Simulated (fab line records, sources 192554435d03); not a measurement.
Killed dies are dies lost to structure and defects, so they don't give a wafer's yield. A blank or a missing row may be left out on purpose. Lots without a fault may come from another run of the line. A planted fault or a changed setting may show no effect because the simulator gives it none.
Split-lot experiment | flow n5_finfet | 7 lots, 21 wafers read, on a route of 1938 steps

THE SPLIT
At N5_BEOL_M11_COAT_63 (time 60 s, resist thk 100 nm), the setting spin_rpm was moved away from the recipe's 1500 rpm on 5 of the 21 wafers read, by -6.7% to +10.8%. The other wafers ran this setting at the recipe's value.

FROM THE SPLIT TO THE READING: what the file shows between them, 8 steps
- N5_BEOL_M11_EXPOSE_25: exposes mask V10 (also split here: dose_mj)
- N5_BEOL_M11_PEB_26: peb time 60 s
- N5_BEOL_M11_DEVELOP_27: develop time 30 s
- N5_BEOL_M11_CD_MEAS_28: target cd 70 nm
- N5_BEOL_M11_DESCUM_33: chemistry O2, time 7.9 s
- N5_BEOL_M11_ETCH_65: etches SiARC in CF4, target depth 39 nm, time 65 s
- N5_BEOL_M11_ETCH_66: etches SOC in N2/H2, target depth 120 nm, overetch 24 nm, time 180 s
- N5_BEOL_M11_STRIP_69: strips in N2/H2

THE READING
SOC_of_BEOL_M11_COAT_63.thk_nm (the simulator's own value, which no gauge read), in nm, at N5_BEOL_M11_VIA_ETCH_34 (etches SiCOH lowk in C4F6/O2, target depth 184.5 nm, time 69.2 s). The file gives no usual value for it. The 16 wafers here that ran the recipe average 92.0 nm, standard deviation 0.3 nm.

wafer  | tool, chamber at the split | spin_rpm as run, rpm | against the recipe | SOC_of_BEOL_M11_COAT_63.thk_nm, nm | against lot-mates on the recipe
L075.2 | litho_track-03, 0          | 1500                 | recipe             | 92                                 | -
L075.4 | litho_track-03, 0          | 1500                 | recipe             | 91.8                               | -
L075.6 | litho_track-03, 0          | 1500                 | recipe             | 92.4                               | -
L074.1 | litho_track-05, 0          | 1662                 | +10.8%             | 86.8                               | -4.8
L074.2 | litho_track-05, 0          | 1500                 | recipe             | 91.6                               | -
L074.4 | litho_track-05, 0          | 1500                 | recipe             | 91.6                               | -
L085.2 | litho_track-02, 0          | 1500                 | recipe             | 92                                 | -
L085.5 | litho_track-02, 0          | 1500                 | recipe             | 92                                 | -
L085.4 | litho_track-02, 0          | 1500                 | recipe             | 92.4                               | -
L082.2 | litho_track-03, 0          | 1399                 | -6.7%              | 95                                 | +3.6
L082.3 | litho_track-03, 0          | 1500                 | recipe             | 91.4                               | -
L082.4 | litho_track-03, 0          | 1399                 | -6.7%              | 95.6                               | +4.2
L088.2 | litho_track-05, 0          | 1500                 | recipe             | 92                                 | -
L088.4 | litho_track-05, 0          | 1500                 | recipe             | 92                                 | -
L088.6 | litho_track-05, 0          | 1500                 | recipe             | 91.8                               | -
L091.1 | litho_track-03, 0          | 1500                 | recipe             | 92.2                               | -
L091.2 | litho_track-03, 0          | 1500                 | recipe             | 92.4                               | -
L091.6 | litho_track-03, 0          | 1500                 | recipe             | 92.4                               | -
L097.2 | litho_track-03, 0          | 1500                 | recipe             | 92                                 | -
L097.4 | litho_track-03, 0          | 1607                 | +7.1%              | 88.6                               | -3.4
L097.5 | litho_track-03, 0          | 1607                 | +7.1%              | 88.4                               | -3.6

THE FIT
A straight line over all 21 wafers: SOC_of_BEOL_M11_COAT_63.thk_nm changes by -0.487 nm for each +1% of spin_rpm; r = -0.99; the points scatter about the line by 0.29 nm.
The same after taking each lot's own level away (the mean of its wafers on the recipe; 21 wafers): -0.502 nm for each +1%; r = -0.99; scatter 0.26 nm.
On that fit, the largest move of spin_rpm shifts the reading by 5.4 nm.
The lots' own levels span 91.40 to 92.33 nm, that is 3.1 times the standard deviation above.
So the lot-to-lot level changes the slope little: the two slopes agree.
Check: with one of the wafers moved furthest among these (+10.8%) left out of the fit, the line predicts -5.69 nm for it against its lot-mates. It came out at -4.8 nm against them.

OTHER SPLITS ON THESE WAFERS
These wafers also went through other splits before the reading. Each is held against what the fit with the lots' levels taken away leaves over:
other split on the same wafers | wafers away from the commonest value | r with SOC_of_BEOL_M11_COAT_63.thk_nm (lot level and that fit taken away)
N5_BEOL_M7_COAT_63 spin_rpm    | 10                                   | -0.40
N5_BEOL_M8_DESCUM_16 time_s    | 6                                    | +0.02
N5_BEOL_M8_ETCH_61 bias_w      | 8                                    | +0.47
N5_BEOL_M9_ETCH_61 source_w    | 5                                    | +0.11
N5_BEOL_M9_COAT_22 spin_rpm    | 8                                    | +0.14
N5_BEOL_M9_DEP_56 time_s       | 7                                    | +0.10
N5_BEOL_M10_ETCH_66 time_s     | 9                                    | -0.26
N5_BEOL_M10_VIA_ETCH_34 bias_w | 8                                    | -0.08
N5_BEOL_M11_EXPOSE_25 dose_mj  | 8                                    | +0.16

THE WHOLE CHAIN: every reading that the file lists as answering this split, in the file's order
step                    | what it does                                                         | reading                                                                         | change (the file's fit)               | r (the file's)
N5_BEOL_M11_COAT_63     | time 60 s, resist thk 100 nm                                         | SOC_of_BEOL_M11_COAT_63.thk_nm (the simulator's own value, which no gauge read) | -0.466 nm for each +1% of the setting | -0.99
N5_BEOL_M11_ETCH_66     | etches SOC in N2/H2, target depth 120 nm, overetch 24 nm, time 180 s | etch.depth_nm (the simulator's own value, which no gauge read)                  | -0.464 nm for each +1% of the setting | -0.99
N5_BEOL_M11_VIA_ETCH_34 | etches SiCOH lowk in C4F6/O2, target depth 184.5 nm, time 69.2 s     | SOC_of_BEOL_M11_COAT_63.thk_nm (the simulator's own value, which no gauge read) | -0.484 nm for each +1% of the setting | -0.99

THE FILE'S OWN FIT
SOC_of_BEOL_M11_COAT_63.thk_nm changes by -0.484 nm for each +1% of spin_rpm, r = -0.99.
